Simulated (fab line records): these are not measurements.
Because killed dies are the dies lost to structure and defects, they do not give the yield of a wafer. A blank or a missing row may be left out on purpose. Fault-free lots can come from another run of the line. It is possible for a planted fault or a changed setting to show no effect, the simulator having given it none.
fab line records -- flow n5-finfet
record: lots: 7, wafers: 39
route steps=1938 shown FIN_CUT@169 DUMMY_GATE@243 SD_EPI_P@310 GATE_CUT@466 MOL_CONTACT_COAG@523 BEOL_M4@1111
start-h: hours from the record's opening day to when the first of the lot's shown wafers began -- wait-h: hours from the lot's prior step to this one -- " repeats the value in the row above -- L1.1+2: several wafers, shown together as one row -- - no value present, or no start provided -- * or withheld: withheld -- < > ~ a bound
route shown NAME@n: NAME is a module with steps in the file, n the number in the route of the first one -- usual: mean and standard deviation over wafers with no fault -- same: alike in all rows -- chamber/n: place in a boat -- sites: readings site by site -- _std_site: standard deviation across them -- _edge_site: outer sites' mean less inner sites' -- radius-mm: how far each site lies from the wafer's centre -- mask NAME#n: copy n -- behind: tool/chamber where the wafer was last shaped -- hold: why the lot went on hold/how many hours it stayed there/how the hold came to an end -- device: transistor that didn't switch, given as n, p or np -- end of line: at the end of the route, the tests of the same wafers -- a step without rows: its recipe alone -- killed: dies that structure and defects cost at the first sort, which is not the same as the wafer's yield -- map: dies across one wafer; x = killed, . = not, _ = none there
set.NAME: setting as actually run; set.NAME@STEP: the setting as run at that earlier step -- model.NAME: the simulator's own value behind a step, which no gauge read
lots whose settings were changed on purpose; a table a step, a row a wafer
== steps ==
step: N5_FIN_CUT_ETCH_21
recipe: chemistry: N2/H2, target: SOC, target-depth-a: 2190, overetch-a: 438, mask-material: SiARC, temp-c: 40, ion-energy-ev: 100, bias-w: 61, time-s: 523.5, pressure-mtorr: 30, source-w: 850, n2-flow-sccm: 200, h2-flow-sccm: 200
step: N5_DUMMY_GATE_ETCH_31
recipe: chemistry: C4F6/O2, target: SiO2, mask-material: SOC, target-depth-a: 825, time-s: 27.5, ion-energy-ev: 250, pressure-mtorr: 30, source-w: 345, bias-w: 185, Ar_flow_sccm: 300, C4F6_flow_sccm: 10, O2_flow_sccm: 10
step: N5_SD_EPI_P_ETCHBACK_46
recipe: chemistry: CH3F/O2, mode: anisotropic-etchback, target: SiNx, target-depth-a: 175, stop-on: SiO2, over-etch-frac: 0.3, ion-energy-ev: 120, pressure-mtorr: 30, source-w: 395, bias-w: 73, Ar_flow_sccm: 150, CH3F_flow_sccm: 30, O2_flow_sccm: 20
step: N5_GATE_CUT_ETCH_56
recipe: chemistry: Cl2/Ar, target: TiN, target-depth-a: 216, pressure-mtorr: 10, icp-w: 600, bias-w: 60, Cl2_flow_sccm: 40, Ar_flow_sccm: 60
step: N5_GATE_CUT_CUT_ETCH_54
recipe: chemistry: Cl2/BCl3, target: TiN, mask-material: SiO2, target-depth-a: 967, pressure-mtorr: 10, icp-w: 1000, bias-w: 126, Cl2_flow_sccm: 53.25, bcl3-flow-sccm: 21.75, Ar_flow_sccm: 25, ends: cleared
step: N5_MOL_CONTACT_COAG_EXPOSE_05
recipe: mask-id: CA, na: 0.33, source-shape: annular, sigma-inner: 0.4, sigma-outer: 0.8, polarization: unpolarized, defocus-nm: 0, dose-mj: 38.25
step: N5_MOL_CONTACT_COAG_ALD_20
recipe: material: TiN, target-thk-a: 15, temp-c: 400, ald-precursor-family: TiCl4, ald-co-reactant: NH3, pulse-time-s: 1, purge-time-s: 3, co-reactant-purge-time-s: 2, co-reactant-pulse-time-s: 2, ald-cycles: 68, pressure-torr: 3
step: N5_BEOL_M4_RC_MEAS_101
usual: RC_DENSE_N: 19.0/0.55, RC_DENSE_P: 23.7/0.71, RC_N: 15.5/0.45, RC_P: 19.4/0.56
lot.wafer,tool,chamber,start-h,wait-h,set.time-s@FIN_CUT_ETCH_21,set.target-depth-a@DUMMY_GATE_ETCH_31,set.target-depth-a@SD_EPI_P_ETCHBACK_46,set.icp-w@GATE_CUT_ETCH_56,set.Cl2_flow_sccm@GATE_CUT_CUT_ETCH_54,set.dose-mj@MOL_CONTACT_COAG_EXPOSE_05,set.temp-c@MOL_CONTACT_COAG_ALD_20,RC_DENSE_N[ohm.um],RC_DENSE_P[ohm.um],RC_N[ohm.um],RC_P[ohm.um]
L075.1,prober-02,0,170.03,0.0,588.4,825,175,600,62.05,38.25,400,18.8,23.0,15.2,19.0
L075.2,prober-02,0,170.03,0.0,523.5,825,175,600,62.05,38.25,405.8,18.8,23.3,15.2,18.9
L075.3,prober-02,0,170.03,0.0,523.5,825,175,600,53.25,36.61,400,20.5,25.6,16.6,20.6
L075.4,prober-02,0,170.03,0.0,588.4,769.7,175,600,53.25,38.25,400,17.9,22.4,14.7,18.2
L075.5,prober-02,0,170.03,0.0,523.5,769.7,175,600,53.25,36.61,405.8,20.5,25.2,16.8,20.8
L075.6,prober-02,0,170.03,0.0,588.4,769.7,175,600,62.05,36.61,405.8,19.3,24.0,15.7,19.7
L078.1,prober-02,0,182.55,0.0,523.5,825,175,600,53.25,36.07,400,21.3,26.6,17.3,21.7
L078.2,prober-02,0,182.55,0.0,559.5,825,175,600,53.25,38.25,400,19.5,24.2,16.0,20.0
L078.3,prober-02,0,182.55,0.0,559.5,825,175,556.4,58.04,36.07,400,21.1,26.2,17.1,21.5
L078.4,prober-02,0,182.55,0.0,523.5,825,175,600,58.04,38.25,400,19.3,24.0,15.6,19.4
L078.5,prober-02,0,182.55,0.0,559.5,825,175,556.4,58.04,36.07,400,20.4,25.4,16.4,20.7
L078.6,prober-02,0,182.55,0.0,523.5,825,175,556.4,53.25,38.25,400,18.6,23.3,15.2,19.0
L085.1,prober-01,0,228.21,0.0,523.5,825,166.6,494.1,53.25,36.23,406,20.4,25.7,16.5,20.7
L085.2,prober-01,0,228.21,0.0,634,825,175,494.1,53.25,38.25,406,19.7,24.8,16.0,20.3
L085.3,prober-01,0,228.21,0.0,523.5,825,175,600,62.98,36.23,400,21.2,26.8,17.3,21.8
L085.4,prober-01,0,228.21,0.0,523.5,825,166.6,600,62.98,38.25,406,18.8,23.7,15.2,19.3
L085.5,prober-01,0,228.21,0.0,634,825,175,494.1,62.98,36.23,400,21.7,27.2,17.6,22.2
L085.6,prober-01,0,228.21,0.0,634,825,166.6,600,53.25,38.25,400,19.1,24.0,15.4,19.4
L089.3,prober-01,0,248.52,0.3,523.5,825,175,600,53.25,38.25,400,18.9,23.3,15.4,19.1
L089.4,prober-01,0,248.52,0.3,523.5,825,175,600,53.25,38.25,400,19.6,24.3,16.0,20.0
L089.5,prober-01,0,248.52,0.3,523.5,825,175,600,53.25,38.25,400,19.6,24.1,15.7,19.6
L092.1,prober-01,0,273.67,0.0,602.9,825,161.9,600,53.25,38.25,412.8,18.2,22.9,15.0,18.7
L092.2,prober-01,0,273.67,0.0,523.5,825,175,600,59.36,38.25,400,18.9,23.7,15.5,19.4
L092.3,prober-01,0,273.67,0.0,523.5,825,175,509.4,53.25,38.25,412.8,19.3,23.9,15.7,19.5
L092.4,prober-01,0,273.67,0.0,602.9,825,161.9,509.4,53.25,38.25,400,17.6,22.1,14.4,18.2
L092.5,prober-01,0,273.67,0.0,602.9,825,175,509.4,59.36,38.25,400,18.5,23.1,15.1,18.8
L092.6,prober-01,0,273.67,0.0,523.5,825,161.9,600,59.36,38.25,412.8,18.8,23.7,15.4,19.3
L096.1,prober-01,0,305.25,0.0,523.5,769.4,175,600,53.25,38.25,412.8,18.8,23.4,15.2,19.0
L096.2,prober-01,0,305.25,0.0,523.5,825,175,600,61.88,36.02,412.8,22.1,27.5,17.8,22.2
L096.3,prober-01,0,305.25,0.0,523.5,769.4,175,486.3,53.25,36.02,412.8,22.5,28.1,18.1,22.8
L096.4,prober-01,0,305.25,0.0,523.5,769.4,175,486.3,61.88,38.25,400,18.4,23.0,15.0,18.8
L096.5,prober-01,0,305.25,0.0,523.5,825,175,600,53.25,38.25,400,18.6,23.2,15.3,19.0
L096.6,prober-01,0,305.25,0.0,523.5,825,175,486.3,61.88,36.02,400,21.6,27.0,17.5,22.1
L097.1,prober-02,0,307.06,0.0,523.5,825,175,600,53.25,38.25,416.9,18.8,23.5,15.3,19.2
L097.2,prober-02,0,307.06,0.0,523.5,825,175,600,53.25,40.62,400,16.5,20.7,13.5,17.0
L097.3,prober-02,0,307.06,0.0,523.5,825,175,600,47.39,38.25,400,18.8,23.9,15.4,19.5
L097.4,prober-02,0,307.06,0.0,523.5,825,165.5,600,47.39,38.25,416.9,17.9,22.4,14.6,18.2
L097.5,prober-02,0,307.06,0.0,523.5,825,165.5,600,53.25,40.62,400,17.3,21.7,14.1,17.7
L097.6,prober-02,0,307.06,0.0,523.5,825,165.5,600,47.39,40.62,416.9,17.7,22.1,14.4,18.2
== key ==
split: step: N5_FIN_CUT_ETCH_21, setting: time-s, stated-as: 523.5
response none clear
split: step: N5_DUMMY_GATE_ETCH_31, setting: target-depth-a, stated-as: 825
response none clear
split: step: N5_SD_EPI_P_ETCHBACK_46, setting: target-depth-a, stated-as: 175
response none clear
split: step: N5_GATE_CUT_ETCH_56, setting: icp-w, stated-as: 600
response none clear
split: step: N5_GATE_CUT_CUT_ETCH_54, setting: Cl2_flow_sccm, stated-as: 53.25
response none clear
split: step: N5_MOL_CONTACT_COAG_EXPOSE_05, setting: dose-mj, stated-as: 38.25
response: step: N5_BEOL_M4_RC_MEAS_101, reading: RC_DENSE_P, slope: -0.431, per: 1%, together-with: all, explained: 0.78
response: step: N5_BEOL_M4_RC_MEAS_101, reading: RC_N, slope: -0.274, per: 1%, together-with: all, explained: 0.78
response: step: N5_BEOL_M4_RC_MEAS_101, reading: RC_DENSE_N, slope: -0.335, per: 1%, together-with: all, explained: 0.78
response: step: N5_BEOL_M4_RC_MEAS_101, reading: RC_P, slope: -0.343, per: 1%, together-with: all, explained: 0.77
split: step: N5_MOL_CONTACT_COAG_ALD_20, setting: temp-c, stated-as: 400
response none clear
